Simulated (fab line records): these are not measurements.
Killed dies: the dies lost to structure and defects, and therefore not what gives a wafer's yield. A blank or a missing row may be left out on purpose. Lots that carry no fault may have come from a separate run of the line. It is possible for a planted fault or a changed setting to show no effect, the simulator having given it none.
Matching of chambers | flow nandHarc | NHARC_P_GATE_STRIP_101 on rieDiel-07: 4 sister chambers
The step strips in O2, time 20 s. 16 wafers are shown with their chamber, then 8 later ones without.

WAFERS, EACH WITH ITS CHAMBER
wafer  | chamber | showerheadPlenumPTorr (Torr) | drypumpMotorCurrentA (A) | throttleValvePct (%)
L074.1 | 3       | 3.39                         | 6.2                      | 17.047
L074.3 | 1       | 3.79                         | 6.0                      | 17.018
L074.5 | 1       | 3.79                         | 6.0                      | 17.030
L078.1 | 2       | 3.76                         | 5.5                      | 17.038
L078.3 | 0       | 3.57                         | 6.0                      | 17.033
L078.6 | 0       | 3.57                         | 6.0                      | 17.024
L079.3 | 1       | 3.79                         | 5.9                      | 17.041
L079.5 | 1       | 3.78                         | 6.0                      | 17.015
L079.6 | 2       | 3.76                         | 5.5                      | 17.026
L084.3 | 1       | 3.78                         | 6.0                      | 17.047
L084.4 | 0       | 3.56                         | 6.0                      | 17.057
L084.5 | 1       | 3.78                         | 5.9                      | 17.038
L088.1 | 2       | 3.76                         | 5.5                      | 17.021
L088.4 | 0       | 3.56                         | 6.1                      | 17.042
L088.5 | 0       | 3.56                         | 6.1                      | 17.026
L089.2 | 0       | 3.56                         | 6.0                      | 17.026

SIGNATURES, as means of the wafers listed above
reading               | chamber 0 | chamber 1 | chamber 2 | chamber 3 | scatter within a chamber
showerheadPlenumPTorr | 3.5633    | 3.7850    | 3.7600    | 3.3900    | 0.00486
drypumpMotorCurrentA  | 6.033     | 5.967     | 5.500     | 6.200     | 0.0471
throttleValvePct      | 17.03467  | 17.03150  | 17.02833  | 17.04700  | 0.0123
Rule: distance of a wafer from a chamber = root of the sum over the readings of ((wafer's reading minus chamber's mean) / reading's scatter) squared. The wafer belongs to the nearest chamber; if the next one is less than 2 further off, it can't be placed. How the scatter is found: for the shown wafers, subtract from each reading the mean of its chamber, square and add these, divide the total by (wafers less chambers), then take the root.

WAFERS WITHOUT THEIR CHAMBER
wafer  | showerheadPlenumPTorr (Torr) | drypumpMotorCurrentA (A) | throttleValvePct (%)
L089.4 | 3.78                         | 6.0                      | 17.023
L089.5 | 3.76                         | 5.5                      | 17.038
L090.4 | 3.56                         | 6.1                      | 17.030
L090.5 | 3.38                         | 6.2                      | 17.032
L090.6 | 3.56                         | 6.1                      | 17.052
L094.2 | 3.56                         | 6.0                      | 17.018
L094.5 | 3.56                         | 6.1                      | 17.028
L094.6 | 3.38                         | 6.2                      | 17.043

EACH ONE'S CHAMBER
wafer  | from the rows above | in truth
L089.4 | 1                   | 1
L089.5 | 2                   | 2
L090.4 | 0                   | 0
L090.5 | 3                   | 3
L090.6 | 0                   | 0
L094.2 | 0                   | 0
L094.5 | 0                   | 0
L094.6 | 3                   | 3
8 of 8 placed correctly. Left unplaced by these rows: 0. Wrongly placed: 0.
